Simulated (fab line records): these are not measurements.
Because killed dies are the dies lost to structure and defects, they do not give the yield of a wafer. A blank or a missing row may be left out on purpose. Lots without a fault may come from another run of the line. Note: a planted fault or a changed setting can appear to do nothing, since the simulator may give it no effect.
Chamber matching	flow n5_finfet	4 sister chambers for N5_ILD0_CMP_12 on cmp-01
The step polishes SiNx, stops on poly-Si, t overpolish 6 s, target thk 17.67 nm. 16 wafers are shown with their chamber, then 8 later ones without.

EACH WAFER AND ITS CHAMBER
wafer	chamber	motor_current_A (A)	time_to_endpoint_s (s)	overpolish_run_s (s)
L076.1	0	9.4	27.5	5.998
L076.2	2	8.8	27.5	5.995
L076.3	3	9.3	29.7	6.001
L085.1	3	9.5	31.9	5.982
L085.4	2	9.0	28.7	6.004
L085.6	1	9.3	33.4	6.000
L086.1	0	10.3	32.7	6.007
L086.4	3	9.4	31.9	6.001
L086.5	2	8.4	31.6	5.994
L089.1	2	9.1	29.3	6.003
L089.3	1	9.3	31.1	6.011
L089.6	2	9.1	30.0	5.986
L090.1	3	9.0	31.4	6.015
L090.4	1	9.6	32.7	5.991
L090.6	0	9.4	29.5	6.000
L093.1	2	8.8	31.3	6.016

SIGNATURES, as means of the wafers listed above
reading	chamber 0	chamber 1	chamber 2	chamber 3	scatter within a chamber
motor_current_A	9.700	9.400	8.867	9.300	0.302
time_to_endpoint_s	29.900	32.400	29.733	31.225	1.63
overpolish_run_s	6.00167	6.00067	5.99967	5.99975	0.0105
Rule: distance of a wafer from a chamber = root of the sum over the readings of ((wafer's reading minus chamber's mean) / reading's scatter) squared. The wafer belongs to the nearest chamber; if the next one is less than 2 further off, it can't be placed. The scatter: take each reading less its chamber's mean, square it, sum over the shown wafers, divide by the number of wafers less the number of chambers, and take the root.

WAFERS WHOSE CHAMBER IS MISSING
wafer	motor_current_A (A)	time_to_endpoint_s (s)	overpolish_run_s (s)
L093.4	9.2	30.6	6.003
L093.5	9.2	32.6	5.977
L095.1	9.5	29.3	5.992
L095.3	9.2	28.3	5.988
L095.6	9.0	28.7	6.005
L097.1	9.5	30.5	6.007
L097.2	9.2	30.1	5.986
L097.6	8.9	29.8	6.002

WHICH CHAMBER EACH WENT THROUGH
wafer	from the rows above	in truth
L093.4	can't be placed: 3 or 2 or 1 or 0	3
L093.5	can't be placed: 3 or 1 or 2 or 0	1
L095.1	can't be placed: 0 or 3 or 1 or 2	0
L095.3	can't be placed: 2 or 3 or 0 or 1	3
L095.6	can't be placed: 2 or 3 or 0 or 1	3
L097.1	can't be placed: 0 or 3 or 1 or 2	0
L097.2	can't be placed: 3 or 2 or 1 or 0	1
L097.6	can't be placed: 2 or 3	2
0 of 8 placed correctly. From these rows, 8 cannot be placed; in 8 the true chamber is one of the candidates. 0 placed wrongly.
